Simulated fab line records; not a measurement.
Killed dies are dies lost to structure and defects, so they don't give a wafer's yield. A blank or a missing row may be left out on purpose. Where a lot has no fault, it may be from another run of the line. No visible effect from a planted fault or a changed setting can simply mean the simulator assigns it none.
Struck lot and sound lot, side by side	flow nand_harc	13 out of 1302 route steps
Sound: these wafers, L262.2, L262.3, L262.6. Struck: wafers L254.2, L254.5, L254.6. Last of all comes the cause.
Each step with rows lists, per side, the tool, then ch with its chambers, then its first start. Under that, the readings that differ: sound wafers	struck wafers	difference of the means	sigmas: that difference in standard deviations of wafers without a fault.
alike: a reading whose means differ by less than 2 such deviations, as well as words and numbers matching on both sides. not compared: withheld readings; readings where some wafer has no value; bounds like >300 that might hide an equal value; numbers whose values overlap and for which the record gives no deviation.
Wherever a step has rows on one side only, a row that says differs or no value, or a row with sigmas, the two part there. When numbers do not overlap yet have no deviation, they are printed without sigmas and do not part them. A reading that every wafer of one side lacks parts them only if that side has two wafers or more.

first, 1 step without rows for these wafers: NHARC_P_M0_SRD_25.
NHARC_P_M0_INSPECT_27:
  sound on defect_inspect-01, day 15 05:14; struck on defect_inspect-01, day 12 02:14
  alike: raw_defect_count
NHARC_P_M0_PRE_CLEAN_31: time 12 s.
  sound on pecvd-04 ch 0,1, day 15 05:19; struck on pecvd-04 ch 1,2, day 12 02:20
  alike: heater_power_w
NHARC_P_M0_DEP_32: deposits SiCN, target thk 30 nm.
  sound on pecvd-04 ch 0,1, day 15 05:26; struck on pecvd-04 ch 1,2, day 12 02:28
  alike: heater_power_w
then, 7 steps without rows for these wafers: NHARC_P_M1_DEP_00 (deposits SiOC, target thk 182.5 nm); NHARC_P_M1_DEHYDRATE_01 (time 120 s); NHARC_P_M1_HMDS_02 (time 30 s); NHARC_P_M1_COAT_34 (time 65 s); NHARC_P_M1_COAT_03 (resist thk 90 nm); NHARC_P_M1_SOFTBAKE_04 (time 55 s); NHARC_P_M1_EBR_05.
NHARC_P_M1_EXPOSE_06: exposes mask P M1, target cd 130 nm.
  struck on arfi_scanner-03, day 12 03:30; sound on arfi_scanner-03 ch 0, day 15 06:23
  no value came back on the struck wafers for exposure_dose_mJ_cm2, focus_offset_nm (nm), na; on the sound wafers exposure_dose_mJ_cm2 reads 81.93 81.87 81.94
  alike: mask
then, 1 step without rows for these wafers: NHARC_P_M1_PEB_07 (peb time 65 s).

WHERE THEY PART
Within this record, at NHARC_P_M1_EXPOSE_06 only.

WHY: what had been put in by the simulator
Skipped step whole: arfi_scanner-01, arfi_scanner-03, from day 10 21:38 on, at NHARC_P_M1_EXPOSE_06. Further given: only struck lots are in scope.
